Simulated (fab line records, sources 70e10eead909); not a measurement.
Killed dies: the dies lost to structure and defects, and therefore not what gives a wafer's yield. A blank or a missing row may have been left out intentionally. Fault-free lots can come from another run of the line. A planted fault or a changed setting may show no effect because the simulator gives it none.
Chamber matching ; flow nand-harc ; NHARC_A_CONTACT_ETCH_49 on rie-diel-03 has 4 sister chambers
The step etches the open film in N2/H2, target depth 260 nm, time 475.3 s. 4 wafers are shown with their chamber, then 9 later ones without.

== EACH WAFER AND ITS CHAMBER ==
wafer;chamber;showerhead-plenum-p-Torr (Torr)
L881.6;2;1.90
L892.3;1;2.15
L892.5;3;2.14
L892.6;0;1.90

== WAFERS WHOSE CHAMBER IS MISSING ==
wafer;showerhead-plenum-p-Torr (Torr)
L894.1;1.89
L894.2;2.15
L894.5;2.15
L898.1;1.89
L898.2;2.14
L898.5;2.15
L896.1;1.90
L896.5;1.90
L896.6;2.15

== EACH ONE'S CHAMBER ==
wafer;from the rows above;in truth
L894.1;can't be placed: 0 or 2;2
L894.2;1;1
L894.5;1;1
L898.1;can't be placed: 0 or 2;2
L898.2;3;3
L898.5;1;1
L896.1;can't be placed: 0 or 2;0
L896.5;can't be placed: 0 or 2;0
L896.6;1;1
Placed correctly: 5 of 9. These rows do not allow placing 4 (true chamber among the candidates in 4). Number placed wrongly: 0.
How it was worked out, from the rows above alone: a wafer's distance from a chamber is the root of the sum, over the readings, of the square of ((its reading less the chamber's mean) divided by the reading's scatter). If the next closest chamber is less than 2 further off than the closest, the wafer can't be placed; otherwise it belongs to the closest. A chamber's mean is the mean of its shown wafers. The scatter: root of mean squared gap, hidden wafer to nearest shown wafer, with one shown wafer a chamber.
